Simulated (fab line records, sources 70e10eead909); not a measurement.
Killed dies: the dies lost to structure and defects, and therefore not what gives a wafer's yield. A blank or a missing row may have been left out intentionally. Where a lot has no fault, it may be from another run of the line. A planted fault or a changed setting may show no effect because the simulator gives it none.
Which tool was responsible? :: flow nandHarc :: Sampling: 6 lots, 18 wafers, 5 of 1302 route steps

== WHAT THE GAUGES SHOWED, per wafer ==
NHARC_END_SORT_01.
lot: L211
measured: day 26 05:42
on: prober-01
killedAtArray: 86 79 96

lot: L215
measured: day 26 19:40
on: prober-02
killedAtArray: 47 63 59

lot: L217
measured: day 28 19:49
on: prober-01
killedAtArray: 67 78 67

lot: L222
measured: day 30 13:58
on: prober-01
killedAtArray: 44 49 42

lot: L227
measured: day 32 03:02
on: prober-01
killedAtArray: 42 34 39

lot: L230
measured: day 32 21:00
on: prober-02
killedAtArray: 39 34 44

== EACH LOT AND THE TOOL THAT RAN IT (in order: tool; ch and the chambers of the sampled wafers; start) ==
lot: L211
NHARC_A_BLC_ETCH_18: rieDiel-04 ch 2,3, day 24 03:35 or earlier
NHARC_A_BLC_STRIP_29: rieDiel-07 ch 1,2, day 24 03:35
NHARC_A_BLC_DEGAS_30: pvdSputter-02, day 24 04:07
NHARC_A_BLC_ALD_23: aldMetal-01 ch 1,3, day 24 04:23

lot: L215
NHARC_A_BLC_ETCH_18: rieDiel-07 ch 0,1,3, day 25 04:43 or earlier
NHARC_A_BLC_STRIP_29: rieDiel-04 ch 1,2, day 25 04:43
NHARC_A_BLC_DEGAS_30: pvdSputter-03, day 25 05:14
NHARC_A_BLC_ALD_23: aldMetal-01 ch 0,1,3, day 25 05:31

lot: L217
NHARC_A_BLC_ETCH_18: rieDiel-04 ch 1,3, day 27 00:32 or earlier
NHARC_A_BLC_STRIP_29: rieDiel-07 ch 0,3, day 27 00:32
NHARC_A_BLC_DEGAS_30: pvdSputter-03, day 27 01:03
NHARC_A_BLC_ALD_23: aldMetal-03 ch 1,2,3, day 27 01:31

lot: L222
NHARC_A_BLC_ETCH_18: rieDiel-07 ch 2,3, day 28 15:28 or earlier
NHARC_A_BLC_STRIP_29: rieDiel-09 ch 1,3, day 28 15:28
NHARC_A_BLC_DEGAS_30: pvdSputter-01, day 28 15:59
NHARC_A_BLC_ALD_23: aldMetal-04 ch 0,2, day 28 16:15

lot: L227
NHARC_A_BLC_ETCH_18: rieDiel-04 ch 0,1,2, day 30 07:46 or earlier
NHARC_A_BLC_STRIP_29: rieDiel-04 ch 1,2, day 30 07:46
NHARC_A_BLC_DEGAS_30: pvdSputter-01, day 30 08:16
NHARC_A_BLC_ALD_23: aldMetal-03 ch 0,1,3, day 30 08:35

lot: L230
NHARC_A_BLC_ETCH_18: rieDiel-07 ch 0,1,3, day 30 23:59 or earlier
NHARC_A_BLC_STRIP_29: rieDiel-07 ch 1,2,3, day 30 23:59
NHARC_A_BLC_DEGAS_30: pvdSputter-03, day 31 00:31
NHARC_A_BLC_ALD_23: aldMetal-01 ch 0,1,3, day 31 00:48
- NHARC_A_BLC_ETCH_18: etches the open film in C4F8/O2/Ar, target depth 910 nm.
- NHARC_A_BLC_STRIP_29: strips in CF4.
- NHARC_A_BLC_DEGAS_30: time 60 s.
- NHARC_A_BLC_ALD_23: deposits TiN, target thk 3 nm, pulse time 1 s, ald cycles 150.

== THE ANSWER, worked out from the rows above alone ==
Rule: what is usual is taken from the lots themselves. Put in order of their means at a reading, lots are off if they are a third of the lots or fewer, leave a main group of 4 or more, and stand apart from it by a gap of 3 or more times the standard deviation of the main group's means; of several such gaps the widest counts. A main group is skipped when, at the precision printed for the reading in the tables above, its means are all equal. A lot without any number at a reading at which 4 lots or more have one is off too. The other lots that the step has rows for count as sound.
No lot is off at any reading shown: from this, nothing can be told.

== WHAT THE SIMULATOR HAD INSERTED ==
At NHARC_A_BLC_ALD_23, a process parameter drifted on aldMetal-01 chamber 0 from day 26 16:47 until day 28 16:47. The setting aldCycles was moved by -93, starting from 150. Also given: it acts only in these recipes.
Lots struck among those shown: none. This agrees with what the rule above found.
